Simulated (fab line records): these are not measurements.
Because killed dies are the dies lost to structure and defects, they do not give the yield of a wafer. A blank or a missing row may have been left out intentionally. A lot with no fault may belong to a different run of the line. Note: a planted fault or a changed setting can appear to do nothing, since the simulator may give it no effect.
Which tool was responsible? / flow nand_harc / 6 lots, 18 wafers sampled, at 2 steps of a route of 1302

== WHAT EACH GAUGE READ, for each wafer ==
NHARC_P_M1_CD_MEAS_09 targets a cd of 130 nm.
lot=L731; measured=day 5 14:41; on=cd_sem-02; cd_nm (nm)=130.7 130.7 129.4
lot=L736; measured=day 7 20:44; on=cd_sem-03; cd_nm (nm)=122.0 121.6 121.7
lot=L745; measured=day 11 07:15; on=cd_sem-01; cd_nm (nm)=129.4 129.3 129.3
lot=L748; measured=day 12 20:31; on=cd_sem-01; cd_nm (nm)=130.0 129.2 129.7
lot=L749; measured=day 13 11:40; on=cd_sem-03; cd_nm (nm)=131.2 130.7 130.8
lot=L753; measured=day 14 17:24; on=cd_sem-01; cd_nm (nm)=129.8 130.0 129.9

== WHAT TOOL EACH LOT RAN ON (gives the tool, then ch and the chambers of the sampled wafers, and finally the start) ==
lot=L731; NHARC_P_M1_PEB_07=litho_track-01 ch 0, day 5 14:36
lot=L736; NHARC_P_M1_PEB_07=litho_track-01 ch 0, day 7 20:40
lot=L745; NHARC_P_M1_PEB_07=litho_track-06 ch 0, day 11 07:10
lot=L748; NHARC_P_M1_PEB_07=litho_track-06 ch 0, day 12 20:26
lot=L749; NHARC_P_M1_PEB_07=litho_track-01 ch 0, day 13 11:35
lot=L753; NHARC_P_M1_PEB_07=litho_track-04 ch 0, day 14 17:19
- NHARC_P_M1_PEB_07: peb time 65 s.

== THE ANSWER, worked out from the rows above alone ==
Rule: the usual values come from the lots themselves. Put in order of their means at a reading, lots are off if they are a third of the lots or fewer, leave a main group of 4 or more, and stand apart from it by a gap of 3 or more times the standard deviation of the main group's means; of several such gaps the widest counts. A main group is skipped when, at the precision printed for the reading in the tables above, its means are all equal. Also off: a lot with no number at a reading for which 4 or more lots have one. Any other lot the step has rows for is counted as sound.
Off: L736, at NHARC_P_M1_CD_MEAS_09 (cd_nm). The main group has a mean of 130.0 nm with a standard deviation of 0.54.
If a tool, at a process step before that reading, ran all the lots that are off and no sound lot after the first of them, it fits. Gauges at NHARC_P_M1_CD_MEAS_09: tried the same way as those tools. None of those tried fits.

== WHAT HAD BEEN PUT IN BY THE SIMULATOR ==
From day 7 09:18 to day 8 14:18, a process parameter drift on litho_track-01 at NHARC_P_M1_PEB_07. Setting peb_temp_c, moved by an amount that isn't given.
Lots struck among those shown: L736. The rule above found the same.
